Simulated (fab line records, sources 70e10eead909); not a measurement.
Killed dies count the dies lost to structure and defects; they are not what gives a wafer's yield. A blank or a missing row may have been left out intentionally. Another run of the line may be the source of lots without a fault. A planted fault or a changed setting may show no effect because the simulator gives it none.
Which tool was responsible? | flow nand harc | 12 lots, 36 wafers sampled, at 5 steps of a route of 1159

WHAT EACH GAUGE READ, for each wafer
NHARC_A_STAIRCASE_INSPECT_155.
lot  | measured     | on                | raw defect count
L075 | day 14 03:03 | defect inspect-01 | 440 382 330
L078 | day 14 13:22 | defect inspect-02 | 295 544 316
L079 | day 14 14:00 | defect inspect-01 | 277 308 302
L082 | day 15 18:11 | defect inspect-02 | 568 251 354
L083 | day 16 06:04 | defect inspect-01 | 166 228 198
L086 | day 16 14:27 | defect inspect-02 | 462 598 711
L087 | day 17 17:42 | defect inspect-01 | 262 247 218
L090 | day 17 23:13 | defect inspect-01 | 302 511 321
L088 | day 17 23:01 | defect inspect-01 | 273 302 380
L093 | day 18 12:57 | defect inspect-01 | 482 406 515
L094 | day 18 14:20 | defect inspect-02 | 416 234 272
L097 | day 19 15:53 | defect inspect-02 | 260 151 310

WHAT TOOL EACH LOT RAN ON (gives the tool, then ch and the chambers of the sampled wafers, and finally the start)
lot  | NHARC_A_STAIRCASE_ETCH_17                     | NHARC_A_STAIRCASE_TRIM_191                    | NHARC_A_STAIRCASE_DEP_151       | NHARC_A_STAIRCASE_CMP_472
L075 | rie diel-08 ch 0,1,3, day 12 22:01 or earlier | rie diel-08 ch 0,1,2, day 12 22:01 or earlier | pecvd-04 ch 0,2, day 12 22:01   | cmp-01 ch 1,2,3, day 14 02:43
L078 | rie diel-05 ch 1,2, day 13 07:56 or earlier   | rie diel-13 ch 1,2, day 13 07:56 or earlier   | pecvd-04 ch 0,1,2, day 13 07:56 | cmp-03 ch 0,1, day 14 13:01
L079 | rie diel-05 ch 0,2,3, day 13 12:41 or earlier | rie diel-05 ch 0,2,3, day 13 12:41 or earlier | pecvd-04 ch 0,1,2, day 13 12:41 | cmp-01 ch 0,1,3, day 14 13:40
L082 | rie diel-08 ch 0,2, day 14 13:49 or earlier   | rie diel-13 ch 1,3, day 14 13:49 or earlier   | pecvd-04 ch 0,2, day 14 13:49   | cmp-04 ch 0,2,3, day 15 17:53
L083 | rie diel-05 ch 1,2,3, day 15 02:38 or earlier | rie diel-05 ch 2,3, day 15 02:38 or earlier   | pecvd-04 ch 0,1,2, day 15 02:38 | cmp-04 ch 1,2, day 16 05:43
L086 | rie diel-05 ch 2,3, day 15 10:04 or earlier   | rie diel-08 ch 0,1, day 15 10:04 or earlier   | pecvd-04 ch 0,2, day 15 10:04   | cmp-03 ch 1,2,3, day 16 14:09
L087 | rie diel-13 ch 0,2, day 16 08:59 or earlier   | rie diel-05 ch 0,1, day 16 08:59 or earlier   | pecvd-03 ch 0,1,2, day 16 08:59 | cmp-01 ch 0,1,2, day 17 17:25
L090 | rie diel-05 ch 0,1, day 16 15:30 or earlier   | rie diel-08 ch 1,2, day 16 15:30 or earlier   | pecvd-03 ch 1,2, day 16 15:30   | cmp-01 ch 1,2, day 17 22:54
L088 | rie diel-05 ch 0,2,3, day 16 15:43 or earlier | rie diel-13 ch 1,2,3, day 16 15:43 or earlier | pecvd-04 ch 0,1, day 16 15:43   | cmp-04 ch 0,1,3, day 17 22:41
L093 | rie diel-08 ch 0,1,2, day 17 05:59 or earlier | rie diel-13 ch 0,2,3, day 17 05:59 or earlier | pecvd-03 ch 1,2, day 17 05:59   | cmp-01 ch 0,1,2, day 18 12:38
L094 | rie diel-13 ch 0,2,3, day 17 10:03 or earlier | rie diel-08 ch 2,3, day 17 10:03 or earlier   | pecvd-04 ch 1,2, day 17 10:03   | cmp-03 ch 1,3, day 18 14:01
L097 | rie diel-05 ch 0,1,2, day 17 23:13 or earlier | rie diel-05 ch 0,3, day 17 23:13 or earlier   | pecvd-04 ch 1,2, day 17 23:13   | cmp-01 ch 0,1,3, day 19 15:35
- NHARC_A_STAIRCASE_ETCH_17: etches the open film in C4F8/O2, target depth 100 nm, time 40.5 s.
- NHARC_A_STAIRCASE_TRIM_191: chemistry O2, time 211.2 s.
- NHARC_A_STAIRCASE_DEP_151: deposits SiO2, target thk 3800 nm.
- NHARC_A_STAIRCASE_CMP_472: polishes SiO2.

THE ANSWER, worked out from the rows above alone
Rule: what is usual is taken from the lots themselves. Put in order of their means at a reading, lots are off if they are a third of the lots or fewer, leave a main group of 4 or more, and stand apart from it by a gap of 3 or more times the standard deviation of the main group's means; of several such gaps the widest counts. If all means in a main group match to the digits the tables above print for the reading, that group is not used. A lot without any number at a reading at which 4 lots or more have one is off too. All remaining lots with rows at the step are treated as sound.
No lot is off on any of the readings shown, so nothing can be concluded from this.

WHAT THE SIMULATOR HAD PUT IN
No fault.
